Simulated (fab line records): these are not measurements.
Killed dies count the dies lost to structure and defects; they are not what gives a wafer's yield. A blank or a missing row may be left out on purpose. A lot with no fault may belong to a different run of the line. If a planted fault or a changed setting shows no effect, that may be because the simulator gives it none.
Chamber matching    flow n5_finfet    3 sister chambers for N5_BEOL_M1_CO_CAP_55 on cvd_co-02
The step material Co, precursor CCTBA/H2, target thk 2 nm, time 102.1 s. 3 wafers are shown with their chamber, then 12 later ones without.

WAFERS PAIRED WITH THEIR CHAMBERS
wafer   chamber  heater_power_w (W)
L087.5  0        239
L090.4  2        200
L090.5  1        246

WAFERS WHOSE CHAMBER IS MISSING
wafer   heater_power_w (W)
L091.3  198
L091.4  255
L091.5  240
L095.2  235
L095.5  199
L095.6  254
L096.1  245
L096.2  255
L096.3  198
L097.2  237
L097.4  203
L097.6  257

WHICH CHAMBER EACH ONE RAN IN
wafer   from the rows above      in truth
L091.3  2                        2
L091.4  can't be placed: 1 or 0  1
L091.5  can't be placed: 0 or 1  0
L095.2  can't be placed: 0 or 1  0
L095.5  2                        2
L095.6  can't be placed: 1 or 0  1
L096.1  can't be placed: 1 or 0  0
L096.2  can't be placed: 1 or 0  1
L096.3  2                        2
L097.2  can't be placed: 0 or 1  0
L097.4  2                        2
L097.6  can't be placed: 1 or 0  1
Placed correctly: 4 of 12. Can't be placed from these rows: 8 (the true chamber is among the candidates in 8). 0 placed wrongly.
How it was worked out, from the rows above alone: a wafer's distance from a chamber is the root of the sum, over the readings, of the square of ((its reading less the chamber's mean) divided by the reading's scatter). If the next closest chamber is less than 2 further off than the closest, the wafer can't be placed; otherwise it belongs to the closest. A chamber's mean is the mean of its shown wafers. The scatter: root of mean squared gap, hidden wafer to nearest shown wafer, with one shown wafer a chamber.
